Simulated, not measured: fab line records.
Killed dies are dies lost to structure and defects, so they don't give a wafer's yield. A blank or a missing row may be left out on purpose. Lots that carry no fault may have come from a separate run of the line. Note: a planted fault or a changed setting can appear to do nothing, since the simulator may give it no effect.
A struck lot beside a sound one    flow nandHarc    15 steps out of a route of 1159
Sound: wafers L433.3, L433.4, L433.6. Wafers struck: L421.1, L421.2, L421.4. At the end, the cause is stated.
Per side, at each step with rows, come the tool, then ch with its chambers, and then its first start. Under that, the readings that differ: sound wafers    struck wafers    difference of the means    sigmas: that difference in standard deviations of wafers without a fault.
alike: readings whose means differ by less than 2 such deviations, and words and numbers that are the same on both sides. not compared: withheld readings, readings that some wafer has no value for, bounds like >300 that may hide the same value, and numbers for which the record gives no deviation and whose values overlap.
The two part at a step that has a row with sigmas, a row that says differs or no value, or rows on one side only. Non-overlapping numbers with no deviation appear without sigmas and do not part them. A reading missing from all wafers of one side parts the sides only when that side holds two or more wafers.

first, 3 steps without rows for these wafers: NHARC_THIN_TSV_EXPOSE_09 (exposes mask TSV); NHARC_THIN_TSV_PEB_10 (peb time 85 s); NHARC_THIN_TSV_DEVELOP_11 (time 70 s).
NHARC_THIN_TSV_CD_MEAS_12 targets a cd of 1000 nm.
  sound on cdSem-02 ch 0, day 23 17:00; struck on cdSem-01 ch 0, day 23 05:05
  alike: cdNm
then, 1 step without rows for these wafers: NHARC_THIN_TSV_HARDBAKE_13 (time 80 s).
NHARC_THIN_TSV_DESCUM_14: chemistry O2, time 3 s.
  sound on rieDiel-01 ch 0,2, day 23 17:10; struck on rieDiel-01 ch 0,2,3, day 23 05:14
  alike: chamberPressureMTorr, drypumpMotorCurrentA, o2FlowSccm, oesProductAu, rfVppV, showerheadPlenumPTorr, throttleValvePct
  not compared: rfHoursCounterH
NHARC_THIN_TSV_ETCH_44: etches the open film in CF4/O2, target depth 1594.2 nm, time 797.1 s.
  sound on rieDiel-01 ch 0,1,3, day 23 17:16; struck on rieDiel-01 ch 0,1,2, day 23 05:20
  alike: cf4FlowSccm, chamberPressureMTorr, drypumpMotorCurrentA, o2FlowSccm, oesProductAu, rfVppV, showerheadPlenumPTorr, throttleValvePct
  not compared: rfHoursCounterH
NHARC_THIN_TSV_ETCH_15: target depth 3000 nm, bosch target overetch cycles 2, bosch etch step 2.8 s.
  sound on rieSi-01 ch 0,2,3, day 23 17:50; struck on rieSi-04 ch 0,1,2, day 23 05:53
  alike: drypumpMotorCurrentA
  not compared: rfHoursCounterH
NHARC_THIN_TSV_CD_MEAS_16:
  sound on cdSem-02 at day 23 17:59; struck on cdSem-02 at day 23 06:02
  alike: cdNm
NHARC_THIN_TSV_STRIP_45: strips in O2.
  sound on plasmaAsher-01 ch 0,1, day 23 18:58; struck on plasmaAsher-02 ch 0,1, day 23 06:07
  alike: drypumpMotorCurrentA, heaterPowerW, rfReflPowerW
  not compared: rfHoursCounterH
then, 2 steps without rows for these wafers: NHARC_THIN_TSV_STRIP_46 (strips in post etch residue remover, time 1200 s); NHARC_THIN_TSV_DEP_47 (deposits SiO2, target thk 200 nm).
NHARC_THIN_TSV_ETCHBACK_48: etches the open film in C4F8/Ar, target depth 1028.5 nm, time 405.17 s.
  sound on rieDiel-08 ch 0,1,2, day 23 20:07; struck on rieDiel-08 ch 0,1,2, day 23 07:20
  no value came back on the struck wafers for biasW (W), chamberPressureMTorr (mTorr), oesProductAu (a.u.), rfVppV (V); on the sound wafers biasW (W) reads 299.3 300.6 298.9
  not compared: rfHoursCounterH
NHARC_THIN_TSV_STRIP_62: strips in N2/H2, time 20 s.
  sound on plasmaAsher-02 ch 0,1, day 23 20:49; struck on plasmaAsher-01 ch 0,1, day 23 07:42
reading           sound        struck       difference                    sigmas
heaterPowerW (W)  296 273 268  336 374 338  +70                           +2
rfReflPowerW (W)  - - -        32 15 31     no value on the sound wafers  
  alike: drypumpMotorCurrentA
  not compared: rfHoursCounterH
NHARC_END_SORT_01:
  sound on prober-02 ch 0, day 25 20:18; struck on prober-02 ch 0, day 23 19:53
reading                 sound           struck          difference  sigmas
defectLimitedYield (%)  95.7 94.5 95.1  0 0 0           -95         -56
killedAtOther           2 1 0           652 650 660     +653        +99 or more
killedDies              29 37 33        677 677 677     +644        +54
sort_bin_2_pct (%)      1.5 1.9 1.9     97.0 97.3 98.2  +95.7       +99 or more
sortNPass               648 640 644     0 0 0           -644        -54
sortRimYieldPct (%)     96.2 99.1 95.3  0 0 0           -97         -54
sortYieldPct (%)        95.7 94.5 95.1  0 0 0           -95         -56
  alike: killedAtArray, killedAtPeriphery, killedOpen, killedShort, sort_bin_3_pct, sort_bin_4_pct

== WHERE THEY PART ==
First at NHARC_THIN_TSV_ETCHBACK_48; last, within this record, at NHARC_END_SORT_01.

WHY: the cause the simulator had injected
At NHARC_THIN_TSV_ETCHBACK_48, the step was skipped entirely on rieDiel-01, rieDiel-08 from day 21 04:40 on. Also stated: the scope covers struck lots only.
